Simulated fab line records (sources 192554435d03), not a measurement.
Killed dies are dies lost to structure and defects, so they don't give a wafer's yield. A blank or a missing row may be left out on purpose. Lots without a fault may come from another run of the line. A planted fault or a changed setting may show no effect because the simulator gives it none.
Split-lot study + flow n5Finfet + 7 lots, 39 wafers read, on a route of 1938 steps

## SPLIT DETAILS
At N5_BEOL_M9_HM_DEP_02 (deposits TiN, target thk 20 nm), the setting targetThkA was moved away from the recipe's 200 angstrom on 15 of the 39 wafers read, by -43.5% to +45.1%. For the rest of the wafers, this setting stayed at what the recipe calls for.

## FROM THE SPLIT TO THE READING: what the file shows between them, 4 steps
- N5_BEOL_M9_COAT_59: time 60 s, resist thk 100 nm
- N5_BEOL_M9_COAT_60: time 60 s, resist thk 30 nm
- N5_BEOL_M9_STRIP_68: strips in N2/H2
- N5_BEOL_M9_STRIP_67: strips in CF4

## THE READING
etch.depthNm (the simulator's own value, which no gauge read), in nm, at N5_BEOL_M9_HM_OPEN_17 (chemistry Cl2/BCl3, target TiN, target depth 20 nm, overetch 6 nm). There is no usual value for it anywhere in the file. The 24 wafers here that ran the recipe average 19.94 nm, standard deviation 0.28 nm.

| wafer  | tool, chamber at the split | targetThkA as run, angstrom | against the recipe | etch.depthNm, nm | against lot-mates on the recipe |
|--------|----------------------------|-----------------------------|--------------------|------------------|---------------------------------|
| L077.1 | pvdSputter-01, -           | 200                         | recipe             | 19.85            | -                               |
| L077.2 | pvdSputter-01, -           | 200                         | recipe             | 19.5             | -                               |
| L077.3 | pvdSputter-01, -           | 200                         | recipe             | 19.6             | -                               |
| L077.4 | pvdSputter-01, -           | 200                         | recipe             | 19.86            | -                               |
| L077.5 | pvdSputter-01, -           | 200                         | recipe             | 19.59            | -                               |
| L077.6 | pvdSputter-01, -           | 200                         | recipe             | 19.77            | -                               |
| L089.1 | pvdSputter-03, -           | 200                         | recipe             | 19.88            | -                               |
| L089.2 | pvdSputter-03, -           | 200                         | recipe             | 19.79            | -                               |
| L089.3 | pvdSputter-03, -           | 256.6                       | +28.3%             | 25.45            | +5.55                           |
| L089.4 | pvdSputter-03, -           | 200                         | recipe             | 20.02            | -                               |
| L089.5 | pvdSputter-03, -           | 256.6                       | +28.3%             | 25.48            | +5.58                           |
| L089.6 | pvdSputter-03, -           | 256.6                       | +28.3%             | 25.61            | +5.71                           |
| L091.1 | pvdSputter-01, -           | 248.3                       | +24.2%             | 24.7             | +4.95                           |
| L091.2 | pvdSputter-01, -           | 200                         | recipe             | 19.59            | -                               |
| L091.3 | pvdSputter-01, -           | 248.3                       | +24.2%             | 24.66            | +4.91                           |
| L091.4 | pvdSputter-01, -           | 200                         | recipe             | 19.9             | -                               |
| L091.5 | pvdSputter-01, -           | 248.3                       | +24.2%             | 24.81            | +5.06                           |
| L091.6 | pvdSputter-01, -           | 200                         | recipe             | 19.77            | -                               |
| L094.1 | pvdSputter-02, -           | 290.3                       | +45.1%             | 26.15            | +6.39                           |
| L094.2 | pvdSputter-02, -           | 290.3                       | +45.1%             | 25.71            | +5.95                           |
| L094.3 | pvdSputter-02, -           | 200                         | recipe             | 19.79            | -                               |
| L094.4 | pvdSputter-02, -           | 200                         | recipe             | 19.78            | -                               |
| L094.5 | pvdSputter-02, -           | 200                         | recipe             | 19.71            | -                               |
| L094.6 | pvdSputter-02, -           | 290.3                       | +45.1%             | 26.01            | +6.25                           |
| L095.1 | pvdSputter-01, -           | 113.1                       | -43.5%             | 11.76            | -8.56                           |
| L095.2 | pvdSputter-01, -           | 113.1                       | -43.5%             | 11.54            | -8.78                           |
| L095.3 | pvdSputter-01, -           | 200                         | recipe             | 20.35            | -                               |
| L095.4 | pvdSputter-01, -           | 200                         | recipe             | 20.29            | -                               |
| L095.5 | pvdSputter-01, -           | 113.1                       | -43.5%             | 11.62            | -8.70                           |
| L095.6 | pvdSputter-01, -           | 200                         | recipe             | 20.33            | -                               |
| L093.1 | pvdSputter-02, -           | 200                         | recipe             | 20.01            | -                               |
| L093.2 | pvdSputter-02, -           | 142.2                       | -28.9%             | 14.09            | -5.93                           |
| L093.3 | pvdSputter-02, -           | 142.2                       | -28.9%             | 14.19            | -5.83                           |
| L093.4 | pvdSputter-02, -           | 142.2                       | -28.9%             | 14.27            | -5.75                           |
| L093.5 | pvdSputter-02, -           | 200                         | recipe             | 20.15            | -                               |
| L093.6 | pvdSputter-02, -           | 200                         | recipe             | 19.91            | -                               |
| L097.1 | pvdSputter-02, -           | 200                         | recipe             | 20.43            | -                               |
| L097.3 | pvdSputter-02, -           | 200                         | recipe             | 20.24            | -                               |
| L097.6 | pvdSputter-02, -           | 200                         | recipe             | 20.5             | -                               |

FIT RESULTS
A straight line over all 39 wafers: etch.depthNm changes by +0.175 nm for each +1% of targetThkA; r = +0.99; the points scatter about the line by 0.67 nm.
The same after taking each lot's own level away (the mean of its wafers on the recipe; 39 wafers): +0.18 nm for each +1%; r = +0.99; scatter 0.65 nm.
Per that fit: largest targetThkA move, reading shift of 8.1 nm.
The lots' own levels span 19.695 to 20.390 nm, that is 2.5 times the standard deviation above.
Hence the lot-to-lot level has little effect on the slope; both slopes agree.
Check: for one of the wafers moved furthest among these (+45.1%), held out of the fit, the line's prediction against its lot-mates is +8.2 nm. It came out at +6.39 nm against them.

## FURTHER SPLITS ON THESE WAFERS
Note: prior to the reading, these wafers also went through further splits. Each is held against what the fit with the lots' levels taken away leaves over:
| other split on the same wafers  | wafers away from the commonest value | r with etch.depthNm (lot level and that fit taken away) |
|---------------------------------|--------------------------------------|---------------------------------------------------------|
| N5_BEOL_M7_TRENCH_ETCH_37 timeS | 18                                   | +0.04                                                   |

## THE WHOLE CHAIN: every reading that the file lists as answering this split, in the file's order
| step                  | what it does                                                      | reading                                                                         | change (the file's fit)              | r (the file's) |
|-----------------------|-------------------------------------------------------------------|---------------------------------------------------------------------------------|--------------------------------------|----------------|
| N5_BEOL_M9_HM_DEP_02  | deposits TiN, target thk 20 nm                                    | TiN_of_BEOL_M9_HM_DEP_02.thkNm (the simulator's own value, which no gauge read) | +0.2 nm for each +1% of the setting  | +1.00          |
| N5_BEOL_M9_HM_OPEN_17 | chemistry Cl2/BCl3, target TiN, target depth 20 nm, overetch 6 nm | etch.depthNm (the simulator's own value, which no gauge read)                   | +0.18 nm for each +1% of the setting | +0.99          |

## FILE'S OWN FIT
etch.depthNm changes by +0.18 nm for each +1% of targetThkA, r = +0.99.
